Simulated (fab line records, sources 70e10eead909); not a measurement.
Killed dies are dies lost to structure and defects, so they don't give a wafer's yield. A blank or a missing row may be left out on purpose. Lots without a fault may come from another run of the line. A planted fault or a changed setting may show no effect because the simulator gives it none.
A struck lot beside a sound one | flow nand_harc | 19 steps out of a route of 1159
Sound: wafers L214.4, L214.5, L214.6. Struck: wafers L227.1, L227.2, L227.3. The cause comes at the end.
At each step with rows: each side's tool, then ch and its chambers, then its first start. Under that, the readings that differ: sound wafers | struck wafers | difference of the means | sigmas: that difference in standard deviations of wafers without a fault.
alike: readings whose means differ by less than 2 such deviations, and words and numbers that are the same on both sides. not compared: withheld readings, readings that some wafer has no value for, bounds like >300 that may hide the same value, and numbers for which the record gives no deviation and whose values overlap.
The two part at a step that has a row with sigmas, a row that says differs or no value, or rows on one side only. Numbers that don't overlap but have no deviation are shown without sigmas and don't part them. A reading that every wafer of one side lacks parts them only if that side has two wafers or more.

NHARC_P_GATE_ALD_36: deposits SiNx, target thk 20 nm, pulse time 60 s, ald cycles 223.
  sound on ald_sin-01 ch 2,3, day 4 17:28; struck on ald_sin-02 ch 0,2,3, day 8 00:50
  alike: heater_power_w, precursor_pulse_height_rel
NHARC_P_GATE_ETCHBACK_37: etches the open film in CHF3/O2, target depth 34.5 nm, time 17.2 s.
  sound on rie_diel-03 ch 0,1,2; struck on rie_diel-11 ch 0,1,2
  reading                         | sound             | struck            | difference | sigmas
  rf_vpp_V (V)                    | 375.3 374.3 369.4 | 366.9 367.6 366.1 | -6.1       | -2
  showerhead_plenum_p_Torr (Torr) | 2.59 2.59 2.36    | 2.27 2.23 2.27    | -0.26      | -2
  alike: chf3_flow_sccm, drypump_motor_current_A, oes_product_au, throttle_valve_pct
  not compared: rf_hours_counter_h
NHARC_P_GATE_STRIP_101: strips in O2, time 20 s.
  sound on rie_diel-03 ch 0,1,2, day 5 03:09; struck on rie_diel-11 ch 0,1,3, day 8 10:26
  reading                         | sound          | struck         | difference | sigmas
  showerhead_plenum_p_Torr (Torr) | 3.80 3.80 3.47 | 3.34 3.37 3.28 | -0.36      | -2
  alike: drypump_motor_current_A, oes_product_au, rf_vpp_V, throttle_valve_pct
  not compared: rf_hours_counter_h
then, 9 steps without rows for these wafers: NHARC_P_GATE_PRECLEAN_97 (cleans in SPM, time 600 s); NHARC_P_GATE_SRD_98; NHARC_P_GATE_PRECLEAN_99 (cleans in SC1); NHARC_P_GATE_SRD_100; NHARC_P_GATE_DEHYDRATE_38 (time 120 s); NHARC_P_GATE_HMDS_39 (time 30 s); NHARC_P_GATE_COAT_40; NHARC_P_GATE_SOFTBAKE_41 (time 95 s); NHARC_P_GATE_EBR_42.
NHARC_P_GATE_EXPOSE_43: exposes mask P NSD, target cd 720 nm.
  sound on krf_scanner-02 ch 0, day 5 03:55; struck on krf_scanner-02 ch 0, day 8 11:12
  reading | sound                   | struck                           | difference | sigmas
  mask    | P_NSD#0 P_NSD#0 P_NSD#0 | P_NSD_R1#0 P_NSD_R1#0 P_NSD_R1#0 | differs    |
  alike: focus_offset_nm, stage_vel_mm_s
then, 2 steps without rows for these wafers: NHARC_P_GATE_PEB_44 (peb time 85 s); NHARC_P_GATE_DEVELOP_45 (time 70 s).
NHARC_P_GATE_CD_MEAS_46: target cd 720 nm.
  sound on cd_sem-03 ch 0, day 5 04:04; struck on cd_sem-03 ch 0, day 8 11:22
  reading    | sound             | struck            | difference | sigmas
  cd_nm (nm) | 721.9 720.8 721.5 | 621.3 624.8 626.4 | -97.2      | -36
then, 1 step without rows for these wafers: NHARC_P_GATE_HARDBAKE_47 (time 80 s).
NHARC_P_GATE_DESCUM_48: chemistry O2, time 3 s.
  sound on rie_diel-10 ch 0,3, day 5 04:14; struck on rie_diel-11 ch 0,2,3, day 8 11:32
  reading                 | sound             | struck            | difference | sigmas
  oes_product_au (a.u.)   | 1.027 1.023 1.006 | 0.996 0.984 0.986 | -0.030     | -2
  model.P_GATE.cd_nm (nm) | 721.7 720.7 720.9 | 621.4 624.1 627   | -96.9      |
  alike: drypump_motor_current_A, rf_vpp_V, showerhead_plenum_p_Torr, throttle_valve_pct
  not compared: rf_hours_counter_h
then, 1 step without rows for these wafers: NHARC_P_GATE_IMPLANT_49.

WHERE THEY PART
First at NHARC_P_GATE_ETCHBACK_37; last, within this record, at NHARC_P_GATE_DESCUM_48.

WHY: what the simulator had put in
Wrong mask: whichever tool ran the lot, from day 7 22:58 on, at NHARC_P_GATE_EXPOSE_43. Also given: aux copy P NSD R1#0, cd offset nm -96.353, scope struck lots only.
